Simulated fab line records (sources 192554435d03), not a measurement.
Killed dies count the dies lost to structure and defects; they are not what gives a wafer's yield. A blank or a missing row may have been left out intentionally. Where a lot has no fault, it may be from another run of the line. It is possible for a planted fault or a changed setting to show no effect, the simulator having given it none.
Split-lot experiment -- flow n5Finfet -- on a route of 1938 steps: 7 lots, 39 wafers read

THE SPLIT ITSELF
At N5_DUMMY_GATE_EXPOSE_12 (exposes mask GATE, target cd 25 nm), the setting doseMj was moved away from the recipe's 34 on 15 of the 39 wafers read, by -6.6% to +4.7%. All remaining wafers had this setting at the recipe value.

FROM THE SPLIT TO THE READING: what the file shows between them, 2 steps
- N5_DUMMY_GATE_PEB_13: peb time 60 s
- N5_DUMMY_GATE_DEVELOP_14: develop time 30 s

THE READING
cdNm, in nm, at N5_DUMMY_GATE_CD_MEAS_15 (target cd 25.8 nm). Typical for fault-free wafers on this fab line: 24.97 nm, with standard deviation 0.26 nm.

wafer,"tool, chamber at the split",doseMj as run,against the recipe,"cdNm, nm",against lot-mates on the recipe
L083.1,"euvScanner-01, 0",31.87,-6.3%,26.07,+1.37
L083.2,"euvScanner-01, 0",31.87,-6.3%,25.90,+1.20
L083.3,"euvScanner-01, 0",34,recipe,24.66,-
L083.4,"euvScanner-01, 0",31.87,-6.3%,26.13,+1.43
L083.5,"euvScanner-01, 0",34,recipe,24.84,-
L083.6,"euvScanner-01, 0",34,recipe,24.61,-
L086.1,"euvScanner-02, 0",31.85,-6.3%,26.23,+1.50
L086.2,"euvScanner-02, 0",34,recipe,24.38,-
L086.3,"euvScanner-02, 0",31.85,-6.3%,26.64,+1.91
L086.4,"euvScanner-02, 0",34,recipe,24.85,-
L086.5,"euvScanner-02, 0",31.85,-6.3%,26.36,+1.63
L086.6,"euvScanner-02, 0",34,recipe,24.95,-
L088.1,"euvScanner-02, 0",35.61,+4.7%,24.07,-0.97
L088.2,"euvScanner-02, 0",34,recipe,24.85,-
L088.3,"euvScanner-02, 0",35.61,+4.7%,24.08,-0.96
L088.4,"euvScanner-02, 0",35.61,+4.7%,23.99,-1.05
L088.5,"euvScanner-02, 0",34,recipe,25.41,-
L088.6,"euvScanner-02, 0",34,recipe,24.85,-
L091.1,"euvScanner-01, 0",34,recipe,24.24,-
L091.4,"euvScanner-01, 0",34,recipe,25.01,-
L091.6,"euvScanner-01, 0",34,recipe,25.16,-
L092.1,"euvScanner-02, 0",32.13,-5.5%,26.17,+0.81
L092.2,"euvScanner-02, 0",32.13,-5.5%,26.44,+1.08
L092.3,"euvScanner-02, 0",32.13,-5.5%,26.05,+0.69
L092.4,"euvScanner-02, 0",34,recipe,25.40,-
L092.5,"euvScanner-02, 0",34,recipe,25.34,-
L092.6,"euvScanner-02, 0",34,recipe,25.34,-
L095.1,"euvScanner-01, 0",34,recipe,24.77,-
L095.2,"euvScanner-01, 0",31.77,-6.6%,26.18,+1.38
L095.3,"euvScanner-01, 0",34,recipe,25.03,-
L095.4,"euvScanner-01, 0",34,recipe,24.59,-
L095.5,"euvScanner-01, 0",31.77,-6.6%,25.95,+1.15
L095.6,"euvScanner-01, 0",31.77,-6.6%,26.34,+1.54
L097.1,"euvScanner-01, 0",34,recipe,25.05,-
L097.2,"euvScanner-01, 0",34,recipe,24.92,-
L097.3,"euvScanner-01, 0",34,recipe,25.06,-
L097.4,"euvScanner-01, 0",34,recipe,24.95,-
L097.5,"euvScanner-01, 0",34,recipe,24.62,-
L097.6,"euvScanner-01, 0",34,recipe,24.88,-

THE FIT
A straight line over all 39 wafers: cdNm changes by -0.204 nm for each +1% of doseMj; r = -0.93; the points scatter about the line by 0.27 nm.
The same after taking each lot's own level away (the mean of its wafers on the recipe; 39 wafers): -0.213 nm for each +1%; r = -0.95; scatter 0.24 nm.
Per that fit: largest doseMj move, reading shift of 1.4 nm.
The span of the lots' own levels, 24.703 to 25.360 nm, comes to 2.5 times the standard deviation stated above.
The two slopes are in agreement: the lot-to-lot level therefore moves the slope only a little.
Check: with one of the wafers moved furthest among these (-6.6%) left out of the fit, the line predicts +1.4 nm for it against its lot-mates. It came out at +1.38 nm against them.

FILE'S OWN FIT
cdNm changes by -0.213 nm for each +1% of doseMj, r = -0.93.
